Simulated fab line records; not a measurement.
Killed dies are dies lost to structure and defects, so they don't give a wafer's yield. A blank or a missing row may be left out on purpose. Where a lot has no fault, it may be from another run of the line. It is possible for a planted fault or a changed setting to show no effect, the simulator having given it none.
fab line records ; flow n5_finfet
record lots=3; wafers=9; last_day=17
route steps=1938 shown BEOL_M3@942 BEOL_M4@1111 PASSIVATION@1936
lots that met no fault: taken from a fault-free run of the same line
start_h: start of the lot's first displayed wafer, in hours after the record's first day ; wait_h: time in hours since the lot's previous step ; " unchanged from the row above ; L1.1+2: several wafers, shown together as one row ; - no value, or no start given ; * or withheld: withheld ; < > ~ a bound
route shown NAME@n: NAME is a module with steps in the file, n the number in the route of the first one ; usual: mean/standard deviation of fault-free wafers ; same: alike in all rows ; chamber/n: place in a boat ; sites: per-site readings ; _std_site: standard deviation across them ; _edge_site: mean of outer sites minus mean of inner sites ; radius_mm: for every site, how far away it sits from the centre of the wafer ; mask NAME#n: copy n ; behind: tool/chamber where the wafer was last shaped ; hold: cause of the lot's hold/its duration in hours/its outcome ; device: the n, p or np transistor that did not switch ; end of line: tests run on the same wafers once the route is complete ; for a step that has no rows: nothing shown but its recipe ; killed: not the wafer's yield, but the dies lost to structure and defects at the first sort ; map: a wafer's dies, marking killed ones x, the rest . and places with no die _
set.NAME: the setting that was run; set.NAME@STEP: the one run at that earlier step ; model.NAME: the simulator's own value behind a step, which no gauge read
lots at selected steps of the route; one table per step, one row per wafer
services: when a tool's chamber went out of use (start_h, in hours from the record's first day, below 0 if earlier), for how many hours, and the reason
## steps
# step N5_BEOL_M3_PEB_09
# recipe peb_temp_c=100; peb_time_s=60; resist=CAR-EUV
# step N5_BEOL_M3_DEVELOP_10
# recipe develop_time_s=30; developer=TMAH; resist=CAR-EUV; rinse_liquid=surfactant_rinse; dry=air_spin; dev_temp_c=23
# step N5_BEOL_M3_DESCUM_16
# recipe chemistry=O2; time_s=7; source_power_w=50; bias_power_w=20; pressure_mtorr=20; rf_frequency_hz=2.712e+07; temp_c=40; resist=CAR-EUV; o2_flow_sccm=225
# step N5_BEOL_M3_ETCH_74
# recipe chemistry=N2/H2; target=underlayer; target_depth_a=65; mask_material=CAR-EUV; time_s=5.2; ion_energy_ev=200; pressure_mtorr=30; source_w=840; bias_w=150; n2_flow_sccm=200; h2_flow_sccm=200; ends=cleared
# step N5_BEOL_M3_ETCH_63
# recipe chemistry=CF4; target=SiARC; target_depth_a=156; mask_material=CAR-EUV; time_s=26; ion_energy_ev=80; pressure_mtorr=40; source_w=545; bias_w=36; Ar_flow_sccm=100; cf4_flow_sccm=100; ends=cleared
# step N5_BEOL_M3_ETCH_64
# recipe chemistry=N2/H2; target=SOC; target_depth_a=750; overetch_a=150; mask_material=SiARC; temp_c=40; time_s=112.5; ion_energy_ev=200; pressure_mtorr=30; source_w=840; bias_w=150; n2_flow_sccm=200; h2_flow_sccm=200
# step N5_BEOL_M3_STRIP_65
# recipe chemistry=N2/H2; temp_c=40; n2_flow_sccm=200; h2_flow_sccm=200; rf_frequency_hz=6e+07
# step N5_BEOL_M3_STRIP_75
# recipe chemistry=N2/H2; temp_c=40; n2_flow_sccm=200; h2_flow_sccm=200; rf_frequency_hz=6e+07
# step N5_BEOL_M3_STRIP_66
# recipe chemistry=CF4; resist=SiARC; power_w=300; bias_power_w=75; pressure_mtorr=50; cf4_flow_sccm=150; rf_frequency_hz=6e+07
# step N5_BEOL_M3_HM_OPEN_17
# recipe chemistry=Cl2/BCl3; target_depth_a=200; overetch_a=60; target=TiN; mask_material=SOC; ion_energy_ev=150; pressure_mtorr=10; icp_w=1000; bias_w=126; Cl2_flow_sccm=53.25; bcl3_flow_sccm=21.75; Ar_flow_sccm=25
# usual drypump_motor_current_A=5.9/0.37; he_backside_leak_sccm=3.38/0.29; oes_product_au=0.67/0.085; throttle_valve_pct=22.16/0.22
lot.wafer;tool;chamber;start_h;wait_h;drypump_motor_current_A;he_backside_leak_sccm;oes_product_au;rf_hours_counter_h;throttle_valve_pct
L178.3;rie_metal-03;0;160.55;0.1;5.6;3.12;0.54;-;22.33
L178.4;rie_metal-03;1;160.55;0.1;5.5;3.61;0.63;-;22.21
L178.6;rie_metal-03;0;160.55;0.1;5.7;3.28;0.54;-;22.37
L189.1;rie_metal-03;1;217.18;0.0;5.5;3.48;0.62;72;22.22
L189.5;rie_metal-03;1;217.18;0.0;5.5;3.51;0.62;-;22.21
L189.6;rie_metal-03;0;217.18;0.0;5.7;5.52;0.53;-;22.37
L195.2;rie_metal-01;1;273.63;0.0;6.1;3.52;0.72;27;22.38
L195.4;rie_metal-01;0;273.63;0.0;5.7;3.27;0.74;-;21.70
L195.6;rie_metal-01;1;273.63;0.0;6.0;3.53;0.72;-;22.38
# step N5_BEOL_M3_STRIP_19
# recipe chemistry=O2; power_w=400; temp_c=40; pressure_mtorr=30; rf_frequency_hz=6e+07; bias_power_w=0; overash_fraction=0.2; o2_flow_sccm=225
# step N5_BEOL_M3_COAT_67
# recipe resist=SOC; temp_c=250; time_s=60; spin_rpm=1500; resist_thk_nm=60
# step N5_BEOL_M3_COAT_68
# recipe resist=SiARC; temp_c=220; time_s=60; spin_rpm=1500; resist_thk_nm=12
# step N5_BEOL_M3_COAT_76
# recipe resist=underlayer; temp_c=205; time_s=60; spin_rpm=1500; resist_thk_nm=5
# step N5_BEOL_M3_COAT_22
# recipe resist=CAR-EUV; spin_rpm=1500; resist_thk_nm=30
# step N5_BEOL_M3_EBR_24
# recipe solvent=PGMEA; ebr_width_mm=1.5
# step N5_BEOL_M3_SOFTBAKE_23
# recipe temp_c=110; time_s=60; resist=CAR-EUV
# step N5_BEOL_M3_EXPOSE_25
# recipe mask_id=V2; na=0.33; source_shape=quasar; sigma_inner=0.2; sigma_outer=0.8; polarization=unpolarized; defocus_nm=5; dose_mj=63
# step N5_BEOL_M3_PEB_26
# recipe peb_temp_c=100; peb_time_s=60; resist=CAR-EUV
# step N5_BEOL_M3_DEVELOP_27
# recipe develop_time_s=30; developer=TMAH; resist=CAR-EUV; rinse_liquid=surfactant_rinse; dry=air_spin; dev_temp_c=23
# step N5_BEOL_M3_INSPECT_30
# recipe mode=adi; inspect_instrument=brightfield
# usual raw_defect_count=411/99
lot.wafer;tool;chamber;start_h;wait_h;raw_defect_count
L178.3;defect_inspect-02;-;161.11;0.0;352
L178.4;defect_inspect-02;-;161.11;0.0;344
L178.6;defect_inspect-02;-;161.11;0.0;294
L189.1;defect_inspect-02;-;217.78;0.1;630
L189.5;defect_inspect-02;-;217.78;0.1;746
L189.6;defect_inspect-02;-;217.78;0.1;663
L195.2;defect_inspect-01;-;274.30;0.1;515
L195.4;defect_inspect-01;-;274.30;0.1;640
L195.6;defect_inspect-01;-;274.30;0.1;474
# step N5_BEOL_M3_DESCUM_33
# recipe chemistry=O2; time_s=7; source_power_w=50; bias_power_w=20; pressure_mtorr=20; rf_frequency_hz=2.712e+07; temp_c=40; resist=CAR-EUV; o2_flow_sccm=225
# step N5_BEOL_M4_RC_MEAS_101
# usual DIBL_N=36.0/1.6; DIBL_P=36.1/2; IOFF_N=0.160/0.029; IOFF_P=0.21/0.039; ION_N=675/13; ION_P=464/8.8; SS_N=71.5/0.58; SS_P=73.3/0.65; VT_N=250/3.3; VT_P=-249/3.6
lot.wafer;tool;chamber;start_h;wait_h;DIBL_N[mV/V];DIBL_P[mV/V];IOFF_N[nA/um];IOFF_P[nA/um];ION_N[uA/um];ION_P[uA/um];SS_N[mV/dec];SS_P[mV/dec];VT_N[mV];VT_P[mV]
L178.3;prober-01;0;175.47;0.3;33.1;32.5;0.111;0.15;661;457;70.5;72.0;253;-253
L178.4;prober-01;0;175.47;0.3;34.1;34.1;0.128;0.17;670;451;71.3;71.9;253;-251
L178.6;prober-01;0;175.47;0.3;38.0;38.3;0.197;0.23;678;456;72.6;73.2;246;-248
L189.1;prober-01;0;238.30;0.0;34.3;33.0;0.147;0.19;674;464;71.0;73.0;250;-248
L189.5;prober-01;0;238.30;0.0;35.2;35.4;0.157;0.21;670;460;70.6;73.1;247;-248
L189.6;prober-01;0;238.30;0.0;36.9;36.1;0.189;0.24;674;463;70.8;73.1;247;-244
L195.2;prober-01;0;298.10;0.2;34.5;32.2;0.118;0.15;661;451;71.3;71.8;253;-256
L195.4;prober-01;0;298.10;0.2;36.1;35.1;0.159;0.19;672;458;72.0;72.5;247;-253
L195.6;prober-01;0;298.10;0.2;33.9;32.0;0.126;0.15;681;461;70.8;71.9;250;-253
# step N5_PASSIVATION_PROBE_49
# usual defect_limited_yield=91.0/1.3; killed_at_M0_to_M3=36/9.5; killed_at_M4_up=14/5.6; killed_at_contacts=12/6.4; killed_at_front_end=40/10; killed_at_other=3.2/3; killed_dies=107/15; killed_open=69/12; killed_short=35/7.7; sort_bin_5_function=5.3/0.91; sort_bin_6_memory=3.3/0.65; sort_n_pass=1073/15; sort_yield_pct=91.0/1.3
# same gross_dies=1180; killed_at_back_side=0; sort_bin_4_leakage[%]=0; sort_bin_8_speed[%]=0
lot.wafer;tool;chamber;start_h;wait_h;defect_limited_yield[%];killed_at_M0_to_M3;killed_at_M4_up;killed_at_contacts;killed_at_front_end;killed_at_other;killed_dies;killed_open;killed_short;sort_bin_5_function[%];sort_bin_6_memory[%];sort_n_pass;sort_yield_pct[%]
L189.1;prober-02;-;354.61;0.0;82.6;113;16;17;54;5;205;75;43;10.8;4.7;975;82.6
L189.5;prober-02;-;354.81;0.2;82.0;139;17;8;47;1;212;66;42;10.4;6.3;968;82.0
L189.6;prober-02;-;354.86;0.3;82.5;126;15;28;37;1;207;72;37;10.3;4.8;973;82.5
# killed by level:class
L189.1 BEOL_M3:unspecified=83 STI_FIN_REVEAL:geometric_particle:open=13 GATE_CUT:geometric_particle:short=10 MOL_CONTACT_COAG:geometric_particle:open=10 BEOL_M2:geometric_particle:open=8 BEOL_M3:geometric_particle:open=8 MOL_CONTACT_COAG:geometric_particle:short=7 FIN_SAQP:geometric_particle:short=6
L189.5 BEOL_M3:unspecified=99 BEOL_M0_SAQP:geometric_particle:open=12 STI_FIN_REVEAL:geometric_particle:open=11 BEOL_M2:geometric_particle:open=8 BEOL_M0_SAQP:geometric_particle:short=7 GATE_CUT:geometric_particle:short=6 MOL_CONTACT_COAG:geometric_particle:open=6 DUMMY_GATE:geometric_particle:open=5
L189.6 BEOL_M3:unspecified=82 MOL_CONTACT_COAG:geometric_particle:open=22 BEOL_M0_SAQP:geometric_particle:short=12 BEOL_M2:geometric_particle:open=10 HKMG_FIN:area_etch=10 BEOL_M0_SAQP:geometric_particle:open=9 STI_FIN_REVEAL:geometric_particle:open=8 MOL_CONTACT_COAG:geometric_particle:short=6
# map L189.5 (x killed, . not)
_________________.x..x.....x.________________
______________..xx.x.........xx._____________
___________.x.......x..............__________
__________..................xx......_________
________....x.............x.x........._______
_______.............x....x........x....______
______x............x..x.........x......._____
_____................xx......x...........____
____x..x..................................___
___x........x..x.................x..x.....x__
___.x....x.xx.x..x....x..............x.x.x.__
__....xx.x.xxxxx..........x..x...xx........x_
__x....xxxxxxxxx............xx.....x.......x_
_x.....xxxxxxxxxxxx..x.....x.......x.x......x
_x..x.xxxxxxxxxxx.xx...........xx.........x..
_.....xxxxxxxxxxxxx.........x................
_.xx..xxxxxxxxxxxxx...x....................x.
_...x.xxxxxxxxxxx....x.......................
_x...x.x.xxxxx.x.x.x......................x..
_........xxxx.xx.........xx.x................
_.......x.x.....xx...........................
__............xx..............x......x.....x_
__.....xx..x..x..................x.........x_
___.................x..........x..x........__
___.........x.........................x....__
____............xx...x....................___
_____..x......x...xx..........x...x......____
______x.............x...............x..._____
_______.........x......x..x....x....x..______
________.............................._______
__________.........................._________
___________......x.................__________
______________.............x..x._____________
_________________......x.....________________
# map L178.3 (x killed, . not)
_________________....x.......________________
______________.................._____________
___________.......x.x....x.x.....x.__________
__________.....x....x.x............._________
________..x..x.......xx..............._______
_______......x.........................______
______x....x...x..x...x................._____
_____.......x.x................x.........____
____........x..........x...............x..___
___.....x..........................x...x..x__
___............................x..xx...x...__
__.x.....................x..x........x......_
__...x.x.......x.......................x...x_
_.x....x......................x..............
_..............................x.............
_........x.........................x......x..
_..............x.............................
_xx...x...........x........x.................
_...x.x.......x.....x.......x........x.......
_x..........x.....x.......x...x..........x...
_.........................xx.........x..x....
__.x....xx....................x............._
__.....x.x...x...xx..........x............x._
___xx.........x..x...x.........x........x..__
___.............x.....................x....__
____..x............xxxx......x............___
_____...x.............xx.......x.........____
______..........................x......._____
_______..x.........x...................______
________.x...............x............_______
__________......................x..._________
___________..x.....x...x...........__________
______________..............x..._____________
_________________.......x....________________
## services
tool;chamber;start_h;hours;kind
rie_metal-01;0;188.31;14.9;repair
rie_metal-03;0;231.55;-;clean
rie_metal-03;0;231.55;20.6;scheduled_down
rie_metal-03;0;231.55;20.6;vent_cycle
rie_metal-01;-;249.72;2.8;pm
rie_metal-01;-;255.36;4.0;pm
## key
first_sign step=N5_BEOL_M3_INSPECT_30; reading=raw_defect_count; direction=up; sigmas=2.7; usual=411; struck=680
effect step=N5_PASSIVATION_PROBE_49; reading=killed_at_M0_to_M3; direction=up; sigmas=9.5; usual=36; struck=126
more_kills_born_at N5_BEOL_M3_HM_OPEN_17@rie_metal-03=264
met_at N5_BEOL_M3_HM_OPEN_17
struck_wafers L189.1,L189.5,L189.6
baseline_loss step=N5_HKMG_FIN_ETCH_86; wafers=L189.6
onset_between 160.55 217.18
fault kind=chamber_particle_source; tool=rie_metal-03; chamber=-; onset_h=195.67; steps=N5_BEOL_M3_HM_OPEN_17; rate_per_visit_cm2=0.40634; end_h=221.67
# baseline_loss: these wafers lose ten dies or more at that step, a loss of the line's own and not of a fault; the sort's usual values leave them out
